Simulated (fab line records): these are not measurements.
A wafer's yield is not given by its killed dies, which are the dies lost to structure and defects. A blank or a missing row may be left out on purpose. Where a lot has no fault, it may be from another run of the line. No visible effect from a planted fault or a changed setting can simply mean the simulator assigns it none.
Matching of chambers	flow n5_finfet	ald_sin-01 running N5_BEOL_M0_SAQP_SPACER1_ALD_98: 4 sister chambers
The step deposits SiO2, target thk 12.8 nm, pulse time 1 s, purge time 2 s. 8 wafers are shown with their chamber, then 8 later ones without.

== WAFERS WITH THEIR CHAMBER ==
wafer	chamber	heater_power_w (W)	precursor_pulse_height_rel
L079.1	0	507	1.008
L080.1	0	507	0.993
L081.2	3	435	0.970
L081.3	2	381	1.028
L081.6	3	438	0.979
L092.1	2	388	0.997
L092.6	1	518	1.008
L093.1	1	510	0.977

== WAFERS WHOSE CHAMBER IS MISSING ==
wafer	heater_power_w (W)	precursor_pulse_height_rel
L093.2	377	0.995
L093.6	501	1.013
L095.1	432	1.034
L095.5	512	0.968
L095.6	378	0.958
L097.3	479	1.007
L097.4	508	1.037
L097.6	509	0.983

== CHAMBER TAKEN BY EACH ==
wafer	from the rows above	in truth
L093.2	2	2
L093.6	can't be placed: 0 or 1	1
L095.1	3	3
L095.5	can't be placed: 1 or 0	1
L095.6	2	2
L097.3	can't be placed: 0 or 1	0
L097.4	can't be placed: 0 or 1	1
L097.6	can't be placed: 0 or 1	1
3 of 8 placed correctly. Unplaceable from these rows: 5, with the true chamber sitting among the candidates in 5. Placed wrongly: 0.
How it was worked out, from the rows above alone: a wafer's distance from a chamber is the root of the sum, over the readings, of the square of ((its reading less the chamber's mean) divided by the reading's scatter). If the next closest chamber is less than 2 further off than the closest, the wafer can't be placed; otherwise it belongs to the closest. For every chamber, the mean is computed from those of its wafers that are shown. How the scatter is found: for the shown wafers, subtract from each reading the mean of its chamber, square and add these, divide the total by (wafers less chambers), then take the root.
